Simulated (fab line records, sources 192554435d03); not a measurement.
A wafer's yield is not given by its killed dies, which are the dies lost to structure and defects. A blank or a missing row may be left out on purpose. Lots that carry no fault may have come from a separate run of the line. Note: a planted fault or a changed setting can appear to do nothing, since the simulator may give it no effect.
fab line records | flow n5Finfet
[record] lots = 24 | wafers = 72 | lastDay = 17
route steps=1938 shown BEOL_M2@905 BEOL_M3@945
lots that met no fault: from a run of the same line without faults
startH: the number of hours between the record's first day and the start of the first shown wafer of the lot | waitH: hours from the lot's prior step to this one | " as in the row above | L1.1+2: one row covering several wafers at once | - no value, or no start given | * or withheld: withheld | < > ~ a bound
route shown NAME@n: names a module that has steps shown in the file, with the first one's number in the route | usual: the fault-free wafers' mean and standard deviation | same: alike in all rows | chamber/n: place in a boat | sites: each site's reading | _std_site: the values' standard deviation | _edge_site: inner sites' mean taken away from outer sites' mean | radiusMm: how far each site lies from the wafer's centre | mask NAME#n: copy n | behind: the tool/chamber that last shaped the wafer | hold: why the lot went on hold/how many hours it stayed there/how the hold came to an end | device: the transistor (n, p or np) that didn't switch | end of line: the same wafers' tests at the end of the route | a step without rows: its recipe alone | killed: dies lost to structure and defects at the first sort, not the wafer's yield | map: per-die view of a wafer (x killed, . not killed, _ where there is no die)
set.NAME: the setting the step ran with; set.NAME@STEP: the setting that earlier step ran with | model.NAME: the simulator's own value behind a step, which no gauge read
one table for each step of the route and one row for each wafer, over a sample of lots
services: the hour from which a tool's chamber was out of use, counted from the record's first day as startH (under 0 if before that day), plus the number of hours and why
[[steps]]
[step N5_BEOL_M2_ANNEAL_49]
[recipe] tempC = 400 | timeS = 240 | ambient = vacuum
[usual] heaterPowerW = 808/69
lot.wafer | tool          | chamber | startH | waitH | heaterPowerW
L074.3    | pvdSputter-03 | -       | 140.17 | 0.0   | 720
L074.4    | "             | -       | "      | "     | 807
L074.5    | "             | -       | "      | "     | 802
L075.2    | pvdSputter-02 | -       | 143.98 | 0.0   | 846
L075.4    | "             | -       | "      | "     | 779
L075.6    | "             | -       | "      | "     | 863
L077.1    | pvdSputter-02 | -       | 152.56 | 0.0   | 838
L077.2    | "             | -       | "      | "     | 857
L077.5    | "             | -       | "      | "     | 835
L076.2    | pvdSputter-03 | -       | 152.76 | 0.0   | 787
L076.5    | "             | -       | "      | "     | 807
L076.6    | "             | -       | "      | "     | 764
L078.1    | pvdSputter-03 | -       | 158.03 | 0.0   | 784
L078.2    | "             | -       | "      | "     | 805
L078.6    | "             | -       | "      | "     | 809
L080.1    | pvdSputter-01 | -       | 167.91 | 0.0   | 780
L080.3    | "             | -       | "      | "     | 902
L080.5    | "             | -       | "      | "     | 751
L079.1    | pvdSputter-02 | -       | 171.94 | 0.0   | 722
L079.4    | "             | -       | "      | "     | 771
L079.5    | "             | -       | "      | "     | 726
L081.2    | pvdSputter-01 | -       | 181.04 | 0.0   | 801
L081.4    | "             | -       | "      | "     | 773
L081.6    | "             | -       | "      | "     | 919
L082.1    | pvdSputter-01 | -       | 190.92 | 0.0   | 749
L082.2    | "             | -       | "      | "     | 791
L082.6    | "             | -       | "      | "     | 776
L083.3    | pvdSputter-01 | -       | 199.78 | 0.0   | 820
L083.5    | "             | -       | "      | "     | 769
L083.6    | "             | -       | "      | "     | 961
L085.1    | pvdSputter-02 | -       | 202.43 | 0.0   | 684
L085.3    | "             | -       | "      | "     | 759
L085.6    | "             | -       | "      | "     | 713
L084.2    | pvdSputter-03 | -       | 202.93 | 0.0   | 704
L084.3    | "             | -       | "      | "     | 835
L084.6    | "             | -       | "      | "     | 693
L086.1    | pvdSputter-03 | -       | 209.55 | 0.0   | 806
L086.2    | "             | -       | "      | "     | 817
L086.5    | "             | -       | "      | "     | 794
L087.1    | pvdSputter-01 | -       | 217.87 | 0.0   | 941
L087.4    | "             | -       | "      | "     | 773
L087.6    | "             | -       | "      | "     | 920
L089.2    | pvdSputter-03 | -       | 223.35 | 0.0   | 772
L089.5    | "             | -       | "      | "     | 795
L089.6    | "             | -       | "      | "     | 762
L088.1    | pvdSputter-02 | -       | 223.53 | 0.0   | 834
L088.3    | "             | -       | "      | "     | 766
L088.6    | "             | -       | "      | "     | 838
L090.2    | pvdSputter-03 | -       | 235.25 | 0.0   | 783
L090.5    | "             | -       | "      | "     | 707
L090.6    | "             | -       | "      | "     | 826
L091.4    | pvdSputter-02 | -       | 240.76 | 0.0   | 813
L091.5    | "             | -       | "      | "     | 779
L091.6    | "             | -       | "      | "     | 881
L092.2    | pvdSputter-03 | -       | 255.78 | 0.0   | 782
L092.3    | "             | -       | "      | "     | 840
L092.5    | "             | -       | "      | "     | 714
L093.3    | pvdSputter-03 | -       | 258.14 | 0.0   | 732
L093.5    | "             | -       | "      | "     | 766
L093.6    | "             | -       | "      | "     | 848
L094.1    | pvdSputter-02 | -       | 258.86 | 0.0   | 857
L094.3    | "             | -       | "      | "     | 783
L094.5    | "             | -       | "      | "     | 864
L096.3    | pvdSputter-03 | -       | 270.48 | 0.0   | 821
L096.5    | "             | -       | "      | "     | 721
L096.6    | "             | -       | "      | "     | 804
L095.3    | pvdSputter-01 | -       | 272.20 | 0.0   | 911
L095.4    | "             | -       | "      | "     | 794
L095.5    | "             | -       | "      | "     | 767
L097.1    | pvdSputter-01 | -       | 277.09 | 0.0   | 978
L097.2    | "             | -       | "      | "     | 775
L097.6    | "             | -       | "      | "     | 890
[step N5_BEOL_M3_OVL_MEAS_12]
[recipe] pointsPerWafer = 522
[usual] M3_OVL = -0.5/0.61
lot.wafer | tool       | chamber | startH | waitH | M3_OVL[nm]
L074.3    | overlay-01 | 0       | 144.22 | 0.0   | -0.1
L074.4    | "          | 0       | "      | "     | -1.4
L074.5    | "          | 0       | "      | "     | -1.2
L075.2    | overlay-02 | 0       | 148.19 | 0.0   | -0.9
L075.4    | "          | 0       | "      | "     | -0.2
L075.6    | "          | 0       | "      | "     | -1.2
L077.1    | overlay-01 | 0       | 158.23 | 0.0   | 0.2
L077.2    | "          | 0       | "      | "     | -0.9
L077.5    | "          | 0       | "      | "     | 0.6
L076.2    | overlay-01 | 0       | 158.54 | 0.0   | -0.4
L076.5    | "          | 0       | "      | "     | -1.6
L076.6    | "          | 0       | "      | "     | -1.1
L078.1    | overlay-02 | 0       | 162.47 | 0.0   | 0.2
L078.2    | "          | 0       | "      | "     | -0.5
L078.6    | "          | 0       | "      | "     | 0.1
L080.1    | overlay-01 | 0       | 171.68 | 0.0   | -0.8
L080.3    | "          | 0       | "      | "     | -0.6
L080.5    | "          | 0       | "      | "     | -0.6
L079.1    | overlay-01 | 0       | 178.97 | 0.0   | -1.0
L079.4    | "          | 0       | "      | "     | -1.1
L079.5    | "          | 0       | "      | "     | 0.3
L081.2    | overlay-02 | 0       | 186.88 | 0.0   | -1.7
L081.4    | "          | 0       | "      | "     | -0.9
L081.6    | "          | 0       | "      | "     | -1.5
L082.1    | overlay-02 | 0       | 194.92 | 0.0   | 0.7
L082.2    | "          | 0       | "      | "     | 0.3
L082.6    | "          | 0       | "      | "     | 0.0
L083.3    | overlay-02 | 0       | 204.74 | 0.0   | 0.7
L083.5    | "          | 0       | "      | "     | 0.1
L083.6    | "          | 0       | "      | "     | 0.4
L085.1    | overlay-02 | 0       | 207.79 | 0.0   | -0.7
L085.3    | "          | 0       | "      | "     | -0.9
L085.6    | "          | 0       | "      | "     | -1.2
L084.2    | overlay-01 | 0       | 207.85 | 0.0   | -1.5
L084.3    | "          | 0       | "      | "     | -0.9
L084.6    | "          | 0       | "      | "     | -0.3
L086.1    | overlay-01 | 0       | 214.17 | 0.0   | -0.1
L086.2    | "          | 0       | "      | "     | 0.5
L086.5    | "          | 0       | "      | "     | -0.1
L087.1    | overlay-02 | 0       | 222.09 | 0.0   | -0.4
L087.4    | "          | 0       | "      | "     | -1.6
L087.6    | "          | 0       | "      | "     | -1.0
L089.2    | overlay-01 | 0       | 228.47 | 0.0   | -1.6
L089.5    | "          | 0       | "      | "     | -0.6
L089.6    | "          | 0       | "      | "     | -0.1
L088.1    | overlay-02 | 0       | 228.58 | 0.0   | -1.0
L088.3    | "          | 0       | "      | "     | -1.0
L088.6    | "          | 0       | "      | "     | 0.2
L090.2    | overlay-01 | 0       | 239.48 | 0.0   | -0.9
L090.5    | "          | 0       | "      | "     | -0.8
L090.6    | "          | 0       | "      | "     | -0.2
L091.4    | overlay-01 | 0       | 247.80 | 0.0   | -0.4
L091.5    | "          | 0       | "      | "     | -0.4
L091.6    | "          | 0       | "      | "     | -1.2
L092.2    | overlay-01 | 0       | 261.41 | 0.0   | 0.2
L092.3    | "          | 0       | "      | "     | -0.1
L092.5    | "          | 0       | "      | "     | 0.1
L093.3    | overlay-01 | 0       | 262.41 | 0.0   | -0.2
L093.5    | "          | 0       | "      | "     | -0.6
L093.6    | "          | 0       | "      | "     | -0.9
L094.1    | overlay-01 | 0       | 262.59 | 0.0   | -0.1
L094.3    | "          | 0       | "      | "     | -0.9
L094.5    | "          | 0       | "      | "     | -0.5
L096.3    | overlay-01 | 0       | 276.19 | 0.0   | -0.1
L096.5    | "          | 0       | "      | "     | -1.4
L096.6    | "          | 0       | "      | "     | -0.5
L095.3    | overlay-02 | 0       | 276.37 | 0.0   | -0.9
L095.4    | "          | 0       | "      | "     | -0.3
L095.5    | "          | 0       | "      | "     | -0.7
L097.1    | overlay-02 | 0       | 282.24 | 0.0   | 0.0
L097.2    | "          | 0       | "      | "     | -0.8
L097.6    | "          | 0       | "      | "     | -0.9
[step N5_BEOL_M3_DEGAS_44]
[recipe] ambient = vacuum | tempC = 250 | timeS = 60
[usual] heaterPowerW = 329/30
lot.wafer | tool          | chamber | startH | waitH | heaterPowerW
L074.3    | pvdSputter-01 | -       | 148.29 | 0.1   | 382
L074.4    | "             | -       | "      | "     | 317
L074.5    | "             | -       | "      | "     | 373
L075.2    | pvdSputter-03 | -       | 152.06 | 0.5   | 332
L075.4    | "             | -       | "      | "     | 293
L075.6    | "             | -       | "      | "     | 329
L077.1    | pvdSputter-01 | -       | 162.15 | 0.5   | 362
L077.2    | "             | -       | "      | "     | 382
L077.5    | "             | -       | "      | "     | 387
L076.2    | pvdSputter-01 | -       | 162.45 | 0.2   | 299
L076.5    | "             | -       | "      | "     | 375
L076.6    | "             | -       | "      | "     | 308
L078.1    | pvdSputter-02 | -       | 165.26 | 0.3   | 344
L078.2    | "             | -       | "      | "     | 312
L078.6    | "             | -       | "      | "     | 280
L080.1    | pvdSputter-02 | -       | 174.14 | 0.1   | 303
L080.3    | "             | -       | "      | "     | 284
L080.5    | "             | -       | "      | "     | 352
L079.1    | pvdSputter-03 | -       | 182.71 | 0.6   | 302
L079.4    | "             | -       | "      | "     | 330
L079.5    | "             | -       | "      | "     | 342
L081.2    | pvdSputter-01 | -       | 194.76 | 0.6   | 381
L081.4    | "             | -       | "      | "     | 357
L081.6    | "             | -       | "      | "     | 389
L082.1    | pvdSputter-01 | -       | 198.68 | 0.7   | 304
L082.2    | "             | -       | "      | "     | 365
L082.6    | "             | -       | "      | "     | 325
L083.3    | pvdSputter-01 | -       | 207.53 | 0.3   | 322
L083.5    | "             | -       | "      | "     | 303
L083.6    | "             | -       | "      | "     | 363
L085.1    | pvdSputter-01 | -       | 211.05 | 0.4   | 312
L085.3    | "             | -       | "      | "     | 363
L085.6    | "             | -       | "      | "     | 304
L084.2    | pvdSputter-02 | -       | 211.09 | 0.3   | 338
L084.3    | "             | -       | "      | "     | 329
L084.6    | "             | -       | "      | "     | 327
L086.1    | pvdSputter-02 | -       | 217.22 | 0.1   | 306
L086.2    | "             | -       | "      | "     | 330
L086.5    | "             | -       | "      | "     | 329
L087.1    | pvdSputter-03 | -       | 227.45 | 0.7   | 291
L087.4    | "             | -       | "      | "     | 326
L087.6    | "             | -       | "      | "     | 324
L089.2    | pvdSputter-03 | -       | 230.61 | 0.1   | 313
L089.5    | "             | -       | "      | "     | 290
L089.6    | "             | -       | "      | "     | 328
L088.1    | pvdSputter-01 | -       | 230.66 | 0.0   | 371
L088.3    | "             | -       | "      | "     | 311
L088.6    | "             | -       | "      | "     | 299
L090.2    | pvdSputter-02 | -       | 244.23 | 1.8   | 312
L090.5    | "             | -       | "      | "     | 345
L090.6    | "             | -       | "      | "     | 332
L091.4    | pvdSputter-01 | -       | 249.91 | 0.0   | 331
L091.5    | "             | -       | "      | "     | 308
L091.6    | "             | -       | "      | "     | 389
L092.2    | pvdSputter-01 | -       | 266.48 | 0.3   | 359
L092.3    | "             | -       | "      | "     | 295
L092.5    | "             | -       | "      | "     | 317
L093.3    | pvdSputter-01 | -       | 266.56 | 0.3   | 381
L093.5    | "             | -       | "      | "     | 383
L093.6    | "             | -       | "      | "     | 300
L094.1    | pvdSputter-03 | -       | 273.20 | 0.6   | 315
L094.3    | "             | -       | "      | "     | 322
L094.5    | "             | -       | "      | "     | 285
L095.3    | pvdSputter-03 | -       | 279.36 | 0.4   | 325
L095.4    | "             | -       | "      | "     | 331
L095.5    | "             | -       | "      | "     | 332
L096.3    | pvdSputter-02 | -       | 281.93 | 0.2   | 292
L096.5    | "             | -       | "      | "     | 286
L096.6    | "             | -       | "      | "     | 329
L097.1    | pvdSputter-03 | -       | 285.20 | 0.4   | 329
L097.2    | "             | -       | "      | "     | 322
L097.6    | "             | -       | "      | "     | 321
[step N5_BEOL_M3_ANNEAL_87]
[recipe] tempC = 400 | timeS = 240 | ambient = vacuum
[usual] heaterPowerW = 803/64
lot.wafer | tool          | chamber | startH | waitH | heaterPowerW
L074.3    | pvdSputter-02 | -       | 149.84 | 0.0   | 712
L074.4    | "             | -       | "      | "     | 821
L074.5    | "             | -       | "      | "     | 704
L075.2    | pvdSputter-01 | -       | 153.86 | 0.0   | 772
L075.4    | "             | -       | "      | "     | 799
L075.6    | "             | -       | "      | "     | 763
L077.1    | pvdSputter-03 | -       | 163.51 | 0.0   | 769
L077.2    | "             | -       | "      | "     | 822
L077.5    | "             | -       | "      | "     | 777
L076.2    | pvdSputter-02 | -       | 164.08 | 0.0   | 772
L076.5    | "             | -       | "      | "     | 856
L076.6    | "             | -       | "      | "     | 824
L078.1    | pvdSputter-01 | -       | 166.73 | 0.0   | 912
L078.2    | "             | -       | "      | "     | 948
L078.6    | "             | -       | "      | "     | 794
L080.1    | pvdSputter-01 | -       | 175.53 | 0.0   | 757
L080.3    | "             | -       | "      | "     | 947
L080.5    | "             | -       | "      | "     | 956
L079.1    | pvdSputter-01 | -       | 183.99 | 0.0   | 793
L079.4    | "             | -       | "      | "     | 759
L079.5    | "             | -       | "      | "     | 906
L081.2    | pvdSputter-03 | -       | 196.50 | 0.0   | 779
L081.4    | "             | -       | "      | "     | 817
L081.6    | "             | -       | "      | "     | 783
L082.1    | pvdSputter-03 | -       | 200.05 | 0.0   | 815
L082.2    | "             | -       | "      | "     | 812
L082.6    | "             | -       | "      | "     | 714
L083.3    | pvdSputter-02 | -       | 208.95 | 0.0   | 714
L083.5    | "             | -       | "      | "     | 774
L083.6    | "             | -       | "      | "     | 732
L085.1    | pvdSputter-03 | -       | 212.51 | 0.0   | 710
L085.3    | "             | -       | "      | "     | 814
L085.6    | "             | -       | "      | "     | 767
L084.2    | pvdSputter-02 | -       | 212.75 | 0.0   | 872
L084.3    | "             | -       | "      | "     | 826
L084.6    | "             | -       | "      | "     | 788
L086.1    | pvdSputter-03 | -       | 220.20 | 0.0   | 782
L086.2    | "             | -       | "      | "     | 709
L086.5    | "             | -       | "      | "     | 767
L087.1    | pvdSputter-03 | -       | 229.35 | 0.0   | 770
L087.4    | "             | -       | "      | "     | 806
L087.6    | "             | -       | "      | "     | 705
L089.2    | pvdSputter-03 | -       | 231.98 | 0.0   | 813
L089.5    | "             | -       | "      | "     | 724
L089.6    | "             | -       | "      | "     | 813
L088.1    | pvdSputter-02 | -       | 232.23 | 0.0   | 770
L088.3    | "             | -       | "      | "     | 841
L088.6    | "             | -       | "      | "     | 784
L090.2    | pvdSputter-02 | -       | 245.77 | 0.0   | 707
L090.5    | "             | -       | "      | "     | 794
L090.6    | "             | -       | "      | "     | 837
L091.4    | pvdSputter-01 | -       | 251.29 | 0.0   | 934
L091.5    | "             | -       | "      | "     | 766
L091.6    | "             | -       | "      | "     | 925
L092.2    | pvdSputter-03 | -       | 267.82 | 0.0   | 720
L092.3    | "             | -       | "      | "     | 817
L092.5    | "             | -       | "      | "     | 732
L093.3    | pvdSputter-02 | -       | 267.89 | 0.0   | 722
L093.5    | "             | -       | "      | "     | 789
L093.6    | "             | -       | "      | "     | 732
L094.1    | pvdSputter-03 | -       | 275.06 | 0.0   | 755
L094.3    | "             | -       | "      | "     | 846
L094.5    | "             | -       | "      | "     | 762
L095.3    | pvdSputter-01 | -       | 281.01 | 0.0   | 745
L095.4    | "             | -       | "      | "     | 949
L095.5    | "             | -       | "      | "     | 754
L096.3    | pvdSputter-03 | -       | 283.22 | 0.0   | 825
L096.5    | "             | -       | "      | "     | 833
L096.6    | "             | -       | "      | "     | 689
L097.1    | pvdSputter-02 | -       | 286.74 | 0.0   | 817
L097.2    | "             | -       | "      | "     | 840
L097.6    | "             | -       | "      | "     | 851
[step N5_BEOL_M3_ANNEAL_89]
[recipe] tempC = 400 | timeS = 240 | ambient = vacuum
[usual] heaterPowerW = 804/66
lot.wafer | tool          | chamber | startH | waitH | heaterPowerW
L074.3    | pvdSputter-02 | -       | 150.06 | 0.0   | 707
L074.4    | "             | -       | "      | "     | 830
L074.5    | "             | -       | "      | "     | 696
L075.2    | pvdSputter-01 | -       | 154.10 | 0.0   | 783
L075.4    | "             | -       | "      | "     | 789
L075.6    | "             | -       | "      | "     | 754
L077.1    | pvdSputter-03 | -       | 163.73 | 0.0   | 760
L077.2    | "             | -       | "      | "     | 812
L077.5    | "             | -       | "      | "     | 789
L076.2    | pvdSputter-02 | -       | 164.30 | 0.0   | 777
L076.5    | "             | -       | "      | "     | 883
L076.6    | "             | -       | "      | "     | 826
L078.1    | pvdSputter-01 | -       | 166.95 | 0.0   | 891
L078.2    | "             | -       | "      | "     | 976
L078.6    | "             | -       | "      | "     | 810
L080.1    | pvdSputter-01 | -       | 175.75 | 0.0   | 763
L080.3    | "             | -       | "      | "     | 951
L080.5    | "             | -       | "      | "     | 946
L079.1    | pvdSputter-01 | -       | 184.21 | 0.0   | 805
L079.4    | "             | -       | "      | "     | 749
L079.5    | "             | -       | "      | "     | 879
L081.2    | pvdSputter-03 | -       | 196.72 | 0.0   | 786
L081.4    | "             | -       | "      | "     | 841
L081.6    | "             | -       | "      | "     | 793
L082.1    | pvdSputter-03 | -       | 200.27 | 0.0   | 822
L082.2    | "             | -       | "      | "     | 812
L082.6    | "             | -       | "      | "     | 715
L083.3    | pvdSputter-02 | -       | 209.17 | 0.0   | 697
L083.5    | "             | -       | "      | "     | 791
L083.6    | "             | -       | "      | "     | 713
L085.1    | pvdSputter-03 | -       | 212.73 | 0.0   | 723
L085.3    | "             | -       | "      | "     | 830
L085.6    | "             | -       | "      | "     | 766
L084.2    | pvdSputter-02 | -       | 212.97 | 0.0   | 877
L084.3    | "             | -       | "      | "     | 804
L084.6    | "             | -       | "      | "     | 763
L086.1    | pvdSputter-03 | -       | 222.07 | 0.0   | 782
L086.2    | "             | -       | "      | "     | 731
L086.5    | "             | -       | "      | "     | 774
L087.1    | pvdSputter-03 | -       | 229.57 | 0.0   | 785
L087.4    | "             | -       | "      | "     | 813
L087.6    | "             | -       | "      | "     | 731
L089.2    | pvdSputter-03 | -       | 232.20 | 0.0   | 835
L089.5    | "             | -       | "      | "     | 720
L089.6    | "             | -       | "      | "     | 791
L088.1    | pvdSputter-02 | -       | 232.45 | 0.0   | 763
L088.3    | "             | -       | "      | "     | 799
L088.6    | "             | -       | "      | "     | 785
L090.2    | pvdSputter-02 | -       | 245.99 | 0.0   | 726
L090.5    | "             | -       | "      | "     | 777
L090.6    | "             | -       | "      | "     | 855
L091.4    | pvdSputter-01 | -       | 251.51 | 0.0   | 907
L091.5    | "             | -       | "      | "     | 771
L091.6    | "             | -       | "      | "     | 968
L092.2    | pvdSputter-03 | -       | 268.04 | 0.0   | 706
L092.3    | "             | -       | "      | "     | 825
L092.5    | "             | -       | "      | "     | 704
L093.3    | pvdSputter-02 | -       | 268.11 | 0.0   | 708
L093.5    | "             | -       | "      | "     | 793
L093.6    | "             | -       | "      | "     | 707
L094.1    | pvdSputter-03 | -       | 275.28 | 0.0   | 781
L094.3    | "             | -       | "      | "     | 836
L094.5    | "             | -       | "      | "     | 759
L095.3    | pvdSputter-01 | -       | 281.23 | 0.0   | 755
L095.4    | "             | -       | "      | "     | 954
L095.5    | "             | -       | "      | "     | 739
L096.3    | pvdSputter-03 | -       | 283.44 | 0.0   | 800
L096.5    | "             | -       | "      | "     | 825
L096.6    | "             | -       | "      | "     | 724
L097.1    | pvdSputter-02 | -       | 286.96 | 0.0   | 818
L097.2    | "             | -       | "      | "     | 881
L097.6    | "             | -       | "      | "     | 868
[step N5_BEOL_M3_ANNEAL_51]
[recipe] tempC = 225 | timeS = 90 | ambient = N2
[usual] annealTempCMax = 226.5/0.49 | wafer_temp_C_max = 225.9/0.36
lot.wafer | tool         | chamber | startH | waitH | annealTempCMax | wafer_temp_C_max
L074.3    | rtpAnneal-02 | 0       | 151.15 | 0.1   | 226.3          | 226.0
L074.4    | "            | 0       | "      | "     | 225.9          | 226.2
L074.5    | "            | 0       | "      | "     | 226.3          | 225.8
L075.2    | rtpAnneal-02 | 0       | 155.21 | 0.1   | 226.0          | 226.3
L075.4    | "            | 0       | "      | "     | 226.7          | 225.9
L075.6    | "            | 0       | "      | "     | 225.9          | 226.2
L077.1    | rtpAnneal-02 | 0       | 164.73 | 0.1   | 226.2          | 226.0
L077.2    | "            | 0       | "      | "     | 226.0          | 225.9
L077.5    | "            | 0       | "      | "     | 226.1          | 226.6
L076.2    | rtpAnneal-01 | 0       | 165.34 | 0.1   | 227.2          | 225.9
L076.5    | "            | 0       | "      | "     | 226.9          | 226.2
L076.6    | "            | 0       | "      | "     | 227.0          | 225.6
L078.1    | rtpAnneal-01 | 0       | 167.95 | 0.1   | 226.9          | 225.5
L078.2    | "            | 0       | "      | "     | 227.2          | 225.5
L078.6    | "            | 0       | "      | "     | 227.1          | 225.6
L080.1    | rtpAnneal-01 | 0       | 177.01 | 0.3   | 227.7          | 225.2
L080.3    | "            | 0       | "      | "     | 227.5          | 225.3
L080.5    | "            | 0       | "      | "     | 226.9          | 225.8
L079.1    | rtpAnneal-02 | 0       | 185.21 | 0.1   | 226.1          | 226.2
L079.4    | "            | 0       | "      | "     | 225.9          | 226.3
L079.5    | "            | 0       | "      | "     | 226.1          | 226.3
L081.2    | rtpAnneal-01 | 0       | 198.00 | 0.3   | 226.8          | 225.7
L081.4    | "            | 0       | "      | "     | 227.1          | 225.4
L081.6    | "            | 0       | "      | "     | 226.7          | 225.6
L082.1    | rtpAnneal-01 | 0       | 201.27 | 0.1   | 226.8          | 225.9
L082.2    | "            | 0       | "      | "     | 227.1          | 225.5
L082.6    | "            | 0       | "      | "     | 226.9          | 225.8
L083.3    | rtpAnneal-01 | 0       | 210.26 | 0.1   | 227.2          | 226.0
L083.5    | "            | 0       | "      | "     | 226.6          | 225.6
L083.6    | "            | 0       | "      | "     | 226.8          | 225.8
L085.1    | rtpAnneal-02 | 0       | 213.73 | 0.1   | 226.1          | 226.5
L085.3    | "            | 0       | "      | "     | 226.1          | 226.6
L085.6    | "            | 0       | "      | "     | 226.5          | 226.3
L084.2    | rtpAnneal-01 | 0       | 214.19 | 0.3   | 226.9          | 225.3
L084.3    | "            | 0       | "      | "     | 227.0          | 225.4
L084.6    | "            | 0       | "      | "     | 226.8          | 225.6
L086.1    | rtpAnneal-01 | 0       | 223.13 | 0.1   | 226.9          | 225.6
L086.2    | "            | 0       | "      | "     | 226.8          | 225.8
L086.5    | "            | 0       | "      | "     | 227.1          | 225.8
L087.1    | rtpAnneal-02 | 0       | 230.59 | 0.1   | 226.8          | 225.9
L087.4    | "            | 0       | "      | "     | 226.3          | 226.0
L087.6    | "            | 0       | "      | "     | 226.0          | 226.4
L089.2    | rtpAnneal-02 | 0       | 233.33 | 0.2   | 226.1          | 226.1
L089.5    | "            | 0       | "      | "     | 226.4          | 226.3
L089.6    | "            | 0       | "      | "     | 226.2          | 226.3
L088.1    | rtpAnneal-02 | 0       | 233.56 | 0.2   | 226.1          | 226.6
L088.3    | "            | 0       | "      | "     | 226.0          | 225.8
L088.6    | "            | 0       | "      | "     | 225.6          | 226.2
L090.2    | rtpAnneal-01 | 0       | 247.12 | 0.2   | 226.6          | 225.9
L090.5    | "            | 0       | "      | "     | 226.1          | 225.7
L090.6    | "            | 0       | "      | "     | 226.6          | 225.7
L091.4    | rtpAnneal-01 | 0       | 252.64 | 0.2   | 227.1          | 225.8
L091.5    | "            | 0       | "      | "     | 226.9          | 225.5
L091.6    | "            | 0       | "      | "     | 227.2          | 225.9
L092.2    | rtpAnneal-02 | 0       | 269.13 | 0.2   | 226.2          | 226.2
L092.3    | "            | 0       | "      | "     | 226.2          | 226.3
L092.5    | "            | 0       | "      | "     | 226.3          | 226.0
L093.3    | rtpAnneal-01 | 0       | 269.19 | 0.1   | 227.4          | 225.9
L093.5    | "            | 0       | "      | "     | 226.9          | 225.8
L093.6    | "            | 0       | "      | "     | 227.1          | 225.8
L094.1    | rtpAnneal-02 | 0       | 276.31 | 0.1   | 226.1          | 226.4
L094.3    | "            | 0       | "      | "     | 226.3          | 226.4
L094.5    | "            | 0       | "      | "     | 226.0          | 225.9
L095.3    | rtpAnneal-01 | 0       | 282.31 | 0.1   | 226.8          | 225.7
L095.4    | "            | 0       | "      | "     | 227.0          | 225.8
L095.5    | "            | 0       | "      | "     | 227.4          | 226.1
L096.3    | rtpAnneal-02 | 0       | 284.53 | 0.1   | 226.3          | 226.2
L096.5    | "            | 0       | "      | "     | 225.9          | 226.5
L096.6    | "            | 0       | "      | "     | 225.9          | 226.2
L097.1    | rtpAnneal-02 | 0       | 288.03 | 0.1   | 226.6          | 226.3
L097.2    | "            | 0       | "      | "     | 226.5          | 226.4
L097.6    | "            | 0       | "      | "     | 226.7          | 226.4
[[services]]
tool          | chamber | startH | hours | kind
pvdSputter-01 | -       | 144.28 | 0.7   | repair
rtpAnneal-02  | -       | 175.38 | 5.5   | pm
pvdSputter-02 | -       | 177.09 | 4.0   | repair
[[key]]
fault none
